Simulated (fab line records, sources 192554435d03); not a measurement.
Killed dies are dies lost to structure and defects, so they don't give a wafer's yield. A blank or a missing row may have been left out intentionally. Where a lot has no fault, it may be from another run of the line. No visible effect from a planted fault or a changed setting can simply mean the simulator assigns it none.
Chamber matching :: flow n5 finfet :: 4 sister chambers for N5_MOL_CONTACT_COAG_ALD_27 on ald sin-02
The step deposits SiOC, target thk 17 nm, pulse time 1.5 s, time 2720 s. 4 wafers are shown with their chamber, then 12 later ones without.

## WAFERS, EACH WITH ITS CHAMBER
wafer: L087.1
chamber: 3
heater power w (W): 856

wafer: L088.1
chamber: 2
heater power w (W): 847

wafer: L088.4
chamber: 1
heater power w (W): 819

wafer: L088.5
chamber: 0
heater power w (W): 912

## WAFERS WHOSE CHAMBER IS MISSING
wafer: L089.1
heater power w (W): 897

wafer: L089.3
heater power w (W): 821

wafer: L089.6
heater power w (W): 909

wafer: L092.1
heater power w (W): 832

wafer: L092.2
heater power w (W): 872

wafer: L092.3
heater power w (W): 915

wafer: L097.2
heater power w (W): 940

wafer: L097.3
heater power w (W): 838

wafer: L097.6
heater power w (W): 846

wafer: L096.3
heater power w (W): 851

wafer: L096.4
heater power w (W): 855

wafer: L096.6
heater power w (W): 920

## THE CHAMBER EACH PASSED THROUGH
wafer: L089.1
from the rows above: 0
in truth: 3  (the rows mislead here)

wafer: L089.3
from the rows above: 1
in truth: 1

wafer: L089.6
from the rows above: 0
in truth: 0

wafer: L092.1
from the rows above: can't be placed: 1 or 2 or 3
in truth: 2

wafer: L092.2
from the rows above: can't be placed: 3 or 2
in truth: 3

wafer: L092.3
from the rows above: 0
in truth: 0

wafer: L097.2
from the rows above: 0
in truth: 0

wafer: L097.3
from the rows above: can't be placed: 2 or 3 or 1
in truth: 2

wafer: L097.6
from the rows above: can't be placed: 2 or 3
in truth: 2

wafer: L096.3
from the rows above: can't be placed: 2 or 3
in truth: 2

wafer: L096.4
from the rows above: can't be placed: 3 or 2
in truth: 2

wafer: L096.6
from the rows above: 0
in truth: 0
Placed correctly: 5 of 12. Unplaceable from these rows: 6, with the true chamber sitting among the candidates in 6. Placed wrongly: 1.
How it was worked out, from the rows above alone: a wafer's distance from a chamber is the root of the sum, over the readings, of the square of ((its reading less the chamber's mean) divided by the reading's scatter). The wafer belongs to the nearest chamber; if the next one is less than 2 further off, it can't be placed. The mean given for a chamber averages the wafers shown for that chamber. The scatter (one wafer shown for each chamber): square how far every hidden wafer sits from the nearest shown wafer, average those squares and take the square root.
